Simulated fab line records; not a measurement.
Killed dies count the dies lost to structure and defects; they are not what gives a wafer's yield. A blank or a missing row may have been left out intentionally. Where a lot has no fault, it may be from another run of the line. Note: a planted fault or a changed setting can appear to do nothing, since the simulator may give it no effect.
Which tool was responsible? | flow nand_harc | 39 wafers from 13 lots sampled at 6 of the route's 1302 steps

## WHAT THE GAUGES READ, wafer by wafer
NHARC_A_SOURCE_PLATE_THK_MEAS_06: measures by ellipsometry. Usual: thk_nm at 199.7 nm, with a standard deviation of 1.8.
lot  | measured     | on            | thk_nm (nm)       | flag
L271 | day 7 23:40  | film_metro-01 | 199.3 199.3 197.8 |
L274 | day 8 16:20  | film_metro-01 | 199.8 198.3 199.6 |
L273 | day 8 16:20  | film_metro-02 | 199.5 199.7 200.0 |
L275 | day 9 11:09  | film_metro-02 | 197.7 197.2 197.2 |
L276 | day 9 18:31  | film_metro-01 | 200.4 199.0 201.2 |
L277 | day 10 17:00 | film_metro-02 | 197.6 198.2 198.1 |
L278 | day 10 17:00 | film_metro-01 | 199.4 199.6 200.5 |
L286 | day 13 20:31 | film_metro-02 | 198.3 200.2 199.7 |
L287 | day 14 14:22 | film_metro-02 | 199.9 198.9 199.5 |
L291 | day 16 01:34 | film_metro-01 | 198.7 199.4 197.6 |
L293 | day 16 23:22 | film_metro-01 | 202.2 201.3 199.8 |
L292 | day 16 23:23 | film_metro-01 | 200.6 201.6 201.3 |
L294 | day 17 11:56 | film_metro-01 | 200.8 198.1 197.8 |

NHARC_A_ONON_D1_THK_MEAS_05: measures by ellipsometry. Usual: thk_nm at 1000 nm, with a standard deviation of 8.3.
lot  | measured     | on            | thk_nm (nm)    | flag
L271 | day 8 00:52  | film_metro-01 | 1006 1003 1005 |
L274 | day 8 17:33  | film_metro-01 | 1000 1002 1001 |
L273 | day 8 17:32  | film_metro-02 | 1002 1001 1001 |
L275 | day 9 12:49  | film_metro-01 | 996 995 995    |
L276 | day 9 19:44  | film_metro-01 | 993 992 993    |
L277 | day 10 18:13 | film_metro-01 | 988 987 986    |
L278 | day 10 18:13 | film_metro-02 | 993 991 994    |
L286 | day 13 21:44 | film_metro-01 | 999 999 998    |
L287 | day 14 15:34 | film_metro-02 | 999 998 997    |
L291 | day 16 02:46 | film_metro-02 | 996 996 995    |
L293 | day 17 00:35 | film_metro-01 | 1003 1004 1003 |
L292 | day 17 00:37 | film_metro-01 | 985 983 983    |
L294 | day 17 13:15 | film_metro-01 | 1002 1000 1000 |

NHARC_A_ONON_D1_THK_MEAS_30: measures by ellipsometry. Usual: thk_nm at 998 nm, with a standard deviation of 9.
lot  | measured     | on            | thk_nm (nm)    | flag
L271 | day 8 12:58  | film_metro-01 | 995 995 996    |
L274 | day 9 05:15  | film_metro-01 | 1010 1010 1010 |
L273 | day 9 05:16  | film_metro-02 | 986 987 986    |
L275 | day 10 02:15 | film_metro-01 | 1011 1013 1013 |
L276 | day 10 07:55 | film_metro-01 | 1003 1000 1002 |
L277 | day 11 06:24 | film_metro-01 | 1006 1006 1007 |
L278 | day 11 06:26 | film_metro-02 | 997 1000 1000  |
L286 | day 14 09:28 | film_metro-01 | 833 832 832    | OFF
L287 | day 15 03:06 | film_metro-01 | 852 853 854    | OFF
L291 | day 16 14:38 | film_metro-01 | 986 984 987    |
L293 | day 17 12:19 | film_metro-01 | 1003 1002 1004 |
L292 | day 17 12:20 | film_metro-02 | 992 995 992    |
L294 | day 18 00:53 | film_metro-02 | 1005 1005 1005 |

NHARC_END_SORT_01. Usual: killed_at_array 52, standard deviation 16; killed_at_other 0.8, standard deviation 0.98; killed_at_periphery 4.2, standard deviation 2.9; killed_dies 57, standard deviation 16; killed_open 3.3, standard deviation 1.9; killed_short 2.5, standard deviation 1.5.
lot  | measured     | on        | killed_at_array | killed_at_other | killed_at_periphery | killed_dies | killed_open | killed_short | flag
L286 | day 29 22:18 | prober-02 | 671 670 673     | 2 1 3           | 4 6 1               | 677 677 677 | 2 3 1       | 7 3 0        | OFF
L287 | day 31 06:24 | prober-02 | 667 670 669     | 1 1 2           | 9 6 6               | 677 677 677 | 1 4 7       | 2 4 1        | OFF

## WHAT TOOL EACH LOT RAN ON (gives the tool, then ch and the chambers of the sampled wafers, and finally the start)
lot  | NHARC_A_ONON_D1_DEP_28           | NHARC_A_CHANNEL_HOLE_D1_DEP_01
L271 | pecvd_onon-04 ch 0, day 8 12:37  | pecvd-01 ch 0,1,2, day 8 18:40
L274 | pecvd_onon-04 ch 0, day 9 04:44  | pecvd-02 ch 0,2, day 9 07:55
L273 | pecvd_onon-03 ch 0, day 9 04:52  | pecvd-02 ch 0,2, day 9 08:35
L275 | pecvd_onon-02 ch 0, day 10 01:48 | pecvd-02 ch 1,2, day 10 04:46
L276 | pecvd_onon-04 ch 0, day 10 07:25 | pecvd-01 ch 0,1,2, day 10 12:01
L277 | pecvd_onon-04 ch 0, day 11 05:53 | pecvd-04 ch 0,2, day 11 08:59
L278 | pecvd_onon-02 ch 0, day 11 05:59 | pecvd-01 ch 0,1,2, day 11 09:00
L286 | pecvd_onon-02 ch 0, day 14 08:58 | -
L287 | pecvd_onon-02 ch 0, day 15 02:35 | -
L291 | pecvd_onon-03 ch 0, day 16 14:08 | pecvd-04 ch 0,1,2, day 16 19:31
L293 | pecvd_onon-03 ch 0, day 17 11:52 | pecvd-01 ch 0,2, day 17 16:23
L292 | pecvd_onon-04 ch 0, day 17 11:53 | pecvd-04 ch 1,2, day 17 17:40
L294 | pecvd_onon-02 ch 0, day 18 00:22 | pecvd-01 ch 0,1,2, day 18 03:23
- NHARC_A_ONON_D1_DEP_28: target thk 1000 nm.
- NHARC_A_CHANNEL_HOLE_D1_DEP_01: deposits SiON, target thk 140 nm.

## WHAT THE TOOLS THEMSELVES READ (means of the sampled wafers that have a number; where no wafer has one, the mark that the record gives instead)
NHARC_A_ONON_D1_DEP_28. Usual: susceptor_temp_C at 400.00 C, with a standard deviation of 0.21.
lot  | tool          | susceptor_temp_C (C) | flag
L271 | pecvd_onon-04 | 400.11               |
L274 | pecvd_onon-04 | 400.28               |
L273 | pecvd_onon-03 | 400.17               |
L275 | pecvd_onon-02 | 399.84               |
L276 | pecvd_onon-04 | 399.97               |
L277 | pecvd_onon-04 | 399.93               |
L278 | pecvd_onon-02 | 400.26               |
L286 | pecvd_onon-02 | 400.21               |
L287 | pecvd_onon-02 | 400.04               |
L291 | pecvd_onon-03 | 400.28               |
L293 | pecvd_onon-03 | 399.86               |
L292 | pecvd_onon-04 | 400.04               |
L294 | pecvd_onon-02 | 399.94               |

NHARC_A_CHANNEL_HOLE_D1_DEP_01. Usual: heater_power_w 793 W, standard deviation 96; showerhead_vpp_V 1141 V, standard deviation 48; susceptor_temp_C 399.98 C, standard deviation 0.22.
lot  | tool     | heater_power_w (W) | showerhead_vpp_V (V) | susceptor_temp_C (C) | flag
L271 | pecvd-01 | 802                | 1170                 | 399.86               |
L274 | pecvd-02 | 777                | 1121                 | 400.08               |
L273 | pecvd-02 | 785                | 1151                 | 399.99               |
L275 | pecvd-02 | 741                | 1147                 | 400.02               |
L276 | pecvd-01 | 781                | 1179                 | 400.21               |
L277 | pecvd-04 | 817                | 1162                 | 399.78               |
L278 | pecvd-01 | 810                | 1159                 | 400.07               |
L291 | pecvd-04 | 775                | 1136                 | 399.90               |
L293 | pecvd-01 | 828                | 1128                 | 400.23               |
L292 | pecvd-04 | 798                | 1145                 | 399.96               |
L294 | pecvd-01 | 867                | 1163                 | 399.94               |

## THE ANSWER, worked out from the rows above alone
Rule: take the mean of a lot's wafers that have a number; if it is more than 3 standard deviations from the usual mean, the lot is off. A lot without any number at a reading at which 4 lots or more have one is off too. Where the step has rows for the other lots, those lots are counted as sound. After the gauges, taken in route order, come the tools' own readings; for these a lot's mean is taken, as printed above. At the first step where some lot is off, the reading lying furthest off is the one used; lots without a number count as furthest.
Off: L286, L287, at NHARC_A_ONON_D1_THK_MEAS_30 (thk_nm).
A tool fits if, at a process step before that reading, it ran every lot that is off, and no sound lot after the first of them. Not tried: the gauges at NHARC_A_ONON_D1_THK_MEAS_30; whatever is off there is also off at NHARC_END_SORT_01, on other tools, and gauge error can't account for it. Not one of the candidates tried fits.

## WHAT HAD BEEN PUT IN BY THE SIMULATOR
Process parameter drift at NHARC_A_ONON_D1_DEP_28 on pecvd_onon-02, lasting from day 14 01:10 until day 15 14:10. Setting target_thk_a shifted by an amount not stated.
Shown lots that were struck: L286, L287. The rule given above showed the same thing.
